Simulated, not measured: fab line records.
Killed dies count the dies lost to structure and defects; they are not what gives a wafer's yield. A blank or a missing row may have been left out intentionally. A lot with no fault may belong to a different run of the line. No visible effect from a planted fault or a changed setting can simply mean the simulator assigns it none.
Chamber matching / flow n5-finfet / 3 sister chambers for N5_BEOL_M0_SAQP_PECVD_00 on pecvd-01
The step deposits SiCN from 3MS/NH3, target thk 8 nm, time 14 s. 6 wafers are shown with their chamber, then 10 later ones without.

== WAFERS, EACH WITH ITS CHAMBER ==
wafer=L086.5; chamber=1; throttle-valve-pct (%)=9.0; showerhead-plenum-p-Torr (Torr)=3.661
wafer=L090.3; chamber=2; throttle-valve-pct (%)=8.9; showerhead-plenum-p-Torr (Torr)=3.663
wafer=L090.4; chamber=0; throttle-valve-pct (%)=9.6; showerhead-plenum-p-Torr (Torr)=3.662
wafer=L090.5; chamber=1; throttle-valve-pct (%)=8.6; showerhead-plenum-p-Torr (Torr)=3.669
wafer=L091.2; chamber=2; throttle-valve-pct (%)=8.9; showerhead-plenum-p-Torr (Torr)=3.671
wafer=L091.3; chamber=0; throttle-valve-pct (%)=9.6; showerhead-plenum-p-Torr (Torr)=3.657

== WAFERS WITH NO CHAMBER GIVEN ==
wafer=L091.6; throttle-valve-pct (%)=8.8; showerhead-plenum-p-Torr (Torr)=3.674
wafer=L092.1; throttle-valve-pct (%)=8.9; showerhead-plenum-p-Torr (Torr)=3.657
wafer=L092.2; throttle-valve-pct (%)=9.4; showerhead-plenum-p-Torr (Torr)=3.664
wafer=L092.5; throttle-valve-pct (%)=9.8; showerhead-plenum-p-Torr (Torr)=3.661
wafer=L093.1; throttle-valve-pct (%)=9.0; showerhead-plenum-p-Torr (Torr)=3.663
wafer=L093.2; throttle-valve-pct (%)=8.7; showerhead-plenum-p-Torr (Torr)=3.662
wafer=L093.5; throttle-valve-pct (%)=8.7; showerhead-plenum-p-Torr (Torr)=3.663
wafer=L097.1; throttle-valve-pct (%)=9.5; showerhead-plenum-p-Torr (Torr)=3.662
wafer=L097.4; throttle-valve-pct (%)=9.0; showerhead-plenum-p-Torr (Torr)=3.663
wafer=L097.6; throttle-valve-pct (%)=9.6; showerhead-plenum-p-Torr (Torr)=3.660

== THE CHAMBER EACH PASSED THROUGH ==
wafer=L091.6; from the rows above=can't be placed: 2 or 1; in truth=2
wafer=L092.1; from the rows above=can't be placed: 1 or 2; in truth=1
wafer=L092.2; from the rows above=can't be placed: 0 or 2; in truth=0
wafer=L092.5; from the rows above=0; in truth=0
wafer=L093.1; from the rows above=can't be placed: 2 or 1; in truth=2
wafer=L093.2; from the rows above=can't be placed: 1 or 2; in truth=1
wafer=L093.5; from the rows above=can't be placed: 1 or 2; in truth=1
wafer=L097.1; from the rows above=0; in truth=0
wafer=L097.4; from the rows above=can't be placed: 2 or 1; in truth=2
wafer=L097.6; from the rows above=0; in truth=0
Correctly placed: 3 of 10. Unplaceable from these rows: 7, with the true chamber sitting among the candidates in 7. Wrongly placed: 0.
How it was worked out, from the rows above alone: a wafer's distance from a chamber is the root of the sum, over the readings, of the square of ((its reading less the chamber's mean) divided by the reading's scatter). The wafer belongs to the nearest chamber; if the next one is less than 2 further off, it can't be placed. Each chamber's mean is taken over the wafers shown for it. How the scatter is found: for the shown wafers, subtract from each reading the mean of its chamber, square and add these, divide the total by (wafers less chambers), then take the root.
